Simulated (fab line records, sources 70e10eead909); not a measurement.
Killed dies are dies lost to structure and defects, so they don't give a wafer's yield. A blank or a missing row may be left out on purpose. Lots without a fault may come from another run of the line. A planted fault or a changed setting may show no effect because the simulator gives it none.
A struck lot beside a sound one | flow nand_harc | 18 steps out of a route of 1159
Sound: wafers L455.2, L455.3, L455.6. Struck: wafers L448.2, L448.3, L448.6. The cause comes at the end.
At each step with rows: each side's tool, then ch and its chambers, then its first start. Under that, the readings that differ: sound wafers | struck wafers | difference of the means | sigmas: that difference in standard deviations of wafers without a fault.
alike: readings whose means differ by less than 2 such deviations, and words and numbers that are the same on both sides. not compared: withheld readings, readings that some wafer has no value for, bounds like >300 that may hide the same value, and numbers for which the record gives no deviation and whose values overlap.
The two part at a step that has a row with sigmas, a row that says differs or no value, or rows on one side only. Numbers that don't overlap but have no deviation are shown without sigmas and don't part them. A reading that every wafer of one side lacks parts them only if that side has two wafers or more.

NHARC_A_M1_PRE_CLEAN_32: time 12 s.
  sound on pecvd-01 ch 0,1,2, day 23 04:58; struck on pecvd-01 ch 0,1, day 21 03:10
  alike: heater_power_outer_w, heater_power_w
NHARC_A_M1_DEP_33: deposits SiCN, target thk 30 nm.
  sound on pecvd-01 ch 0,1,2, day 23 05:03; struck on pecvd-01 ch 0,1, day 21 03:15
  alike: heater_power_outer_w, heater_power_w
NHARC_A_BONDPAD_DEP_00: deposits SiCN, target thk 250 nm.
  sound on pecvd-02 ch 0,1,2, day 23 05:37; struck on pecvd-02 ch 1,2, day 21 03:48
  alike: heater_power_outer_w, heater_power_w
NHARC_A_BONDPAD_CMP_29: polishes SiCN, target thk 200 nm.
  sound on cmp-03 ch 0,2,3, day 23 06:01; struck on cmp-01 ch 0,2,3, day 21 04:15
  alike: edge_zone_pressure_frac, motor_current_A
NHARC_A_BONDPAD_THK_MEAS_30: measures by ellipsometry.
  sound on film_metro-02, day 23 06:16; struck on film_metro-01, day 21 04:27
  alike: thk_nm
then, 7 steps without rows for these wafers: NHARC_A_BONDPAD_SRD_31; NHARC_A_BONDPAD_DEHYDRATE_01 (time 120 s); NHARC_A_BONDPAD_HMDS_02 (time 30 s); NHARC_A_BONDPAD_COAT_33 (time 65 s); NHARC_A_BONDPAD_COAT_03 (resist thk 600 nm); NHARC_A_BONDPAD_SOFTBAKE_04 (time 70 s); NHARC_A_BONDPAD_EBR_05.
NHARC_A_BONDPAD_EXPOSE_06: exposes mask A BPAD.
  sound on krf_scanner-02 ch 0, day 23 06:41; struck on krf_scanner-03 ch 0, day 21 04:52
  reading              | sound             | struck            | difference | sigmas
  exposure_dose_mJ_cm2 | 37.01 36.97 36.96 | 27.96 27.96 27.97 | -9.02      | -99 or more
  alike: mask, reticle_temp_C
then, 2 steps without rows for these wafers: NHARC_A_BONDPAD_PEB_07 (peb time 80 s); NHARC_A_BONDPAD_DEVELOP_08 (time 50 s).
NHARC_A_BONDPAD_CD_MEAS_09: target cd 500 nm.
  sound on cd_sem-02 ch 0, day 23 06:50; struck on cd_sem-03 ch 0
  reading    | sound             | struck            | difference | sigmas
  cd_nm (nm) | 498.7 499.6 499.0 | 490.4 492.2 492.0 | -7.6       | -6
  not compared: hold
NHARC_A_BONDPAD_OVL_MEAS_35:
  sound on overlay-02, day 23 06:56; struck on overlay-01, day 21 07:56
  reading | sound | struck                                                                     | difference                   | sigmas
  hold    | - - - | await_dispo/2.6h/release await_dispo/2.6h/release await_dispo/2.6h/release | no value on the sound wafers |
  alike: overlay_x_nm, overlay_y_nm
NHARC_END_SORT_01:
  the record has rows for the sound wafers here (prober-02 ch 0, day 24 16:49) and none for the struck ones

WHERE THEY PART
First at NHARC_A_BONDPAD_EXPOSE_06; last, within this record, at NHARC_END_SORT_01.

WHY: what the simulator had put in
Process parameter drift: krf_scanner-03, from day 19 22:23 on, at NHARC_A_BONDPAD_EXPOSE_06. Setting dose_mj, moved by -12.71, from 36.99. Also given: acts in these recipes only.
